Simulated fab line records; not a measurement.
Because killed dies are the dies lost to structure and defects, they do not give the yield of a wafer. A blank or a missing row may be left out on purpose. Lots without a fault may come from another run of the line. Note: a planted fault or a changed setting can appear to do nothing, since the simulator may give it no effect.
Which of the tools did it?	flow nandHarc	36 wafers from 12 lots sampled at 6 of the route's 1302 steps

== WHAT THE GAUGES READ, wafer by wafer ==
NHARC_A_BLC_INSPECT_28.
lot	measured	on	rawDefectCount
L075	day 23 02:38	defectInspect-01	440 529 529
L077	day 23 17:36	defectInspect-02	450 497 475
L079	day 25 05:33	defectInspect-01	545 564 726
L080	day 25 14:10	defectInspect-01	415 468 551
L083	day 26 19:59	defectInspect-01	386 397 378
L084	day 27 03:10	defectInspect-01	707 494 725
L088	day 28 15:09	defectInspect-01	469 526 414
L087	day 28 23:53	defectInspect-02	470 467 519
L089	day 29 01:51	defectInspect-01	411 479 392
L095	day 30 18:58	defectInspect-01	793 484 606
L093	day 31 00:28	defectInspect-01	330 457 449
L097	day 32 15:16	defectInspect-01	438 516 553

== EACH LOT AND THE TOOL THAT RAN IT (in order: tool; ch and the chambers of the sampled wafers; start) ==
lot	NHARC_A_CONTACT_ETCH_132	NHARC_A_CONTACT_DEP_84	NHARC_A_CONTACT_ETCH_136	NHARC_A_CONTACT_ETCH_138	NHARC_A_CONTACT_ETCH_139
L075	harCapEtch-02 ch 0,1, day 22 11:27	aclDep-03 ch 0, day 22 14:54	harCapEtch-01 ch 0,1, day 22 19:04	harCapEtch-01 ch 0,1, day 22 19:37	harCapEtch-01 ch 0,1, day 22 19:53
L077	harCapEtch-02 ch 1, day 23 02:43	aclDep-02 ch 0, day 23 05:49	harCapEtch-03 ch 0,1, day 23 09:54	harCapEtch-03 ch 0,1, day 23 10:27	harCapEtch-03 ch 0,1, day 23 10:43
L079	harCapEtch-03 ch 0,1, day 24 14:21	aclDep-02 ch 0, day 24 18:04	harCapEtch-03 ch 0,1, day 24 21:50	harCapEtch-03 ch 0,1, day 24 22:23	harCapEtch-03 ch 0,1, day 24 22:39
L080	harCapEtch-01 ch 0,1, day 24 22:00	aclDep-01 ch 0, day 25 02:55	harCapEtch-01 ch 0,1, day 25 06:40	harCapEtch-01 ch 0,1, day 25 07:12	harCapEtch-01 ch 0,1, day 25 07:28
L083	harCapEtch-01 ch 0,1, day 26 05:43	aclDep-01 ch 0, day 26 07:54	harCapEtch-03 ch 0,1, day 26 12:18	harCapEtch-03 ch 0,1, day 26 12:50	harCapEtch-03 ch 0,1, day 26 13:07
L084	harCapEtch-02 ch 0,1, day 26 10:46	aclDep-01 ch 0, day 26 14:58	harCapEtch-03 ch 0,1, day 26 19:21	harCapEtch-03 ch 0,1, day 26 19:53	harCapEtch-03 ch 0,1, day 26 20:10
L088	harCapEtch-01 ch 0,1, day 27 22:13	aclDep-01 ch 0, day 28 03:22	harCapEtch-02 ch 0,1, day 28 07:38	harCapEtch-02 ch 0,1, day 28 08:11	harCapEtch-02 ch 0,1, day 28 08:27
L087	harCapEtch-01 ch 0,1, day 28 03:47	aclDep-02 ch 0, day 28 08:57	harCapEtch-02 ch 0,1, day 28 13:25	harCapEtch-02 ch 0,1, day 28 13:58	harCapEtch-02 ch 0,1, day 28 14:14
L089	harCapEtch-01 ch 0,1, day 28 10:47	aclDep-02 ch 0, day 28 14:29	harCapEtch-02 ch 0,1, day 28 18:20	harCapEtch-02 ch 0,1, day 28 18:52	harCapEtch-02 ch 0,1, day 28 19:09
L095	harCapEtch-02 ch 0,1, day 30 03:41	aclDep-02 ch 0, day 30 06:16	harCapEtch-02 ch 0,1, day 30 11:13	harCapEtch-02 ch 0,1, day 30 11:46	harCapEtch-02 ch 0,1, day 30 12:02
L093	harCapEtch-01 ch 1, day 30 10:02	aclDep-02 ch 0, day 30 12:58	harCapEtch-01 ch 0,1, day 30 16:58	harCapEtch-01 ch 0,1, day 30 17:31	harCapEtch-01 ch 0,1, day 30 17:47
L097	harCapEtch-03 ch 0,1, day 31 17:56	aclDep-02 ch 0, day 32 03:26	harCapEtch-02 ch 0,1, day 32 07:35	harCapEtch-02 ch 0,1, day 32 08:07	harCapEtch-02 ch 0,1, day 32 08:23
- NHARC_A_CONTACT_ETCH_132: etches the open film in C4F8/O2/Ar, time 197 s, target depth 1924 nm.
- NHARC_A_CONTACT_DEP_84: deposits aC, target thk 2800 nm.
- NHARC_A_CONTACT_ETCH_136: etches the open film in C4F8/O2/Ar, time 311 s, target depth 1912 nm.
- NHARC_A_CONTACT_ETCH_138: etches the open film in C4F8/O2/Ar, time 311 s, target depth 1914 nm.
- NHARC_A_CONTACT_ETCH_139: etches the open film in C4F8/O2/Ar, time 195 s, target depth 840 nm.

== THE ANSWER, worked out from the rows above alone ==
Rule: the usual values come from the lots themselves. The widest of any qualifying gaps counts: lots, ordered by their means at a reading, are off when they make up no more than a third of the lots, leave a main group of 4 or more, and stand apart from it by 3 or more times the standard deviation of that group's means. The tables above print the reading to a certain number of digits; a main group whose means all agree to those digits is not used. Also off: a lot with no number at a reading for which 4 or more lots have one. The other lots that the step has rows for count as sound.
No lot is off on any of the readings shown, so nothing can be concluded from this.

== WHAT THE SIMULATOR HAD INSERTED ==
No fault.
